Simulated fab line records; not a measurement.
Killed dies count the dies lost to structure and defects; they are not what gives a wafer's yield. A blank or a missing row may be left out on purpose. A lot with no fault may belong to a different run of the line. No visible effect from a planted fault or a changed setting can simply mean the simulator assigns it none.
Lot-split experiment ; flow n5 finfet ; 39 wafers read from 7 lots, route of 1938 steps

SPLIT DETAILS
At N5_SD_EPI_P_EPI_21 (deposits SiGe:B, time 355 s), the setting temp c was moved away from the recipe's 550 C on 15 of the 39 wafers read, by -0.6% to +0.7%. The other wafers ran this setting at the recipe's value.

SPLIT TO READING: what lies between them in the file, 1 step
- N5_SD_EPI_P_EPI_MEAS_23

THE READING
SiGe-B_of_SD_EPI_P_EPI_21.thk nm (the simulator's own value, which no gauge read), in nm, at N5_SD_EPI_P_HM_STRIP_48 (strips SiNx in H3PO4, material SiNx, target depth 3 nm). The file does not state a usual value for it. Across the 24 wafers here that went through the recipe, the average is 61.0 nm and the standard deviation 0.56 nm.

wafer;tool, chamber at the split;temp c as run, C;against the recipe;SiGe-B_of_SD_EPI_P_EPI_21.thk nm, nm;against lot-mates on the recipe
L077.1;epi rpcvd-01, 0;553.1;+0.6%;65.8;+4.8
L077.2;epi rpcvd-01, 0;550;recipe;61.6;-
L077.3;epi rpcvd-01, 0;553.1;+0.6%;64.8;+3.8
L077.4;epi rpcvd-01, 0;550;recipe;60.8;-
L077.5;epi rpcvd-01, 0;553.1;+0.6%;66.2;+5.2
L077.6;epi rpcvd-01, 0;550;recipe;60.6;-
L079.1;epi rpcvd-04, 0;550;recipe;60.4;-
L079.2;epi rpcvd-04, 0;546.8;-0.6%;57;-3.7
L079.3;epi rpcvd-04, 0;546.8;-0.6%;57;-3.7
L079.5;epi rpcvd-04, 0;546.8;-0.6%;57;-3.7
L079.4;epi rpcvd-04, 0;550;recipe;61;-
L079.6;epi rpcvd-04, 0;550;recipe;60.8;-
L080.1;epi rpcvd-01, 0;553.8;+0.7%;67.8;+6.1
L080.2;epi rpcvd-01, 0;550;recipe;61.6;-
L080.3;epi rpcvd-01, 0;550;recipe;61.6;-
L080.4;epi rpcvd-01, 0;553.8;+0.7%;67;+5.3
L080.6;epi rpcvd-01, 0;553.8;+0.7%;67;+5.3
L080.5;epi rpcvd-01, 0;550;recipe;61.8;-
L083.1;epi rpcvd-01, 0;552.7;+0.5%;65.4;+4.2
L083.2;epi rpcvd-01, 0;550;recipe;61.2;-
L083.3;epi rpcvd-01, 0;550;recipe;61.2;-
L083.6;epi rpcvd-01, 0;550;recipe;61.2;-
L083.4;epi rpcvd-01, 0;552.7;+0.5%;64.8;+3.6
L083.5;epi rpcvd-01, 0;552.7;+0.5%;64.4;+3.2
L086.1;epi rpcvd-04, 0;550;recipe;61.4;-
L086.2;epi rpcvd-04, 0;550;recipe;61.2;-
L086.4;epi rpcvd-04, 0;550;recipe;61.2;-
L086.3;epi rpcvd-04, 0;550;recipe;61.6;-
L086.5;epi rpcvd-04, 0;550;recipe;60.8;-
L086.6;epi rpcvd-04, 0;550;recipe;62;-
L087.1;epi rpcvd-01, 0;548.7;-0.2%;58.6;-1.3
L087.2;epi rpcvd-01, 0;550;recipe;60;-
L087.3;epi rpcvd-01, 0;550;recipe;60;-
L087.4;epi rpcvd-01, 0;548.7;-0.2%;58.8;-1.1
L087.5;epi rpcvd-01, 0;548.7;-0.2%;58.2;-1.7
L087.6;epi rpcvd-01, 0;550;recipe;59.8;-
L090.2;epi rpcvd-04, 0;550;recipe;61.2;-
L090.5;epi rpcvd-04, 0;550;recipe;61.2;-
L090.4;epi rpcvd-04, 0;550;recipe;60.8;-

THE FIT
A straight line over all 39 wafers: SiGe-B_of_SD_EPI_P_EPI_21.thk nm changes by +8.15 nm for each +1% of temp c; r = +0.98; the points scatter about the line by 0.6 nm.
The same after taking each lot's own level away (the mean of its wafers on the recipe; 39 wafers): +7.43 nm for each +1%; r = +0.99; scatter 0.39 nm.
The reading moves by 5.1 nm for the largest change in temp c, on that fit.
Across the lots, their own levels run from 59.93 to 61.67 nm, a range of 3.1 times the standard deviation given above.
Hence the lot-to-lot level has little effect on the slope; both slopes agree.
Check: +5.16 nm against its lot-mates is what the line predicts for one of the wafers moved furthest among these (+0.7%) when that wafer is left out of the fit. It came out at +6.13 nm against them.

OTHER SPLITS APPLIED TO THESE WAFERS
Other splits were also applied to these wafers ahead of the reading. Each is held against what the fit with the lots' levels taken away leaves over:
other split on the same wafers;wafers away from the commonest value;r with SiGe-B_of_SD_EPI_P_EPI_21.thk nm (lot level and that fit taken away)
N5_FIN_CUT_CUT_ETCH_26 time s;12;+0.13
N5_DUMMY_GATE_ETCH_37 source w;15;-0.11
N5_DUMMY_GATE_ETCH_31 target depth a;15;-0.14

THE WHOLE CHAIN: every reading that the file lists as answering this split, in the file's order
step;what it does;reading;change (the file's fit);r (the file's)
N5_SD_EPI_P_EPI_21;deposits SiGe:B, time 355 s;SiGe-B_of_SD_EPI_P_EPI_21.thk nm (the simulator's own value, which no gauge read);+7.56 nm for each +1% of the setting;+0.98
N5_SD_EPI_P_EPI_MEAS_23;;thk nm;withheld for each +1% of the setting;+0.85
N5_SD_EPI_P_HM_STRIP_48;strips SiNx in H3PO4, material SiNx, target depth 3 nm;SiGe-B_of_SD_EPI_P_EPI_21.thk nm (the simulator's own value, which no gauge read);+7.53 nm for each +1% of the setting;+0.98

THE FILE'S OWN FIT
SiGe-B_of_SD_EPI_P_EPI_21.thk nm changes by +7.53 nm for each +1% of temp c, r = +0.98.
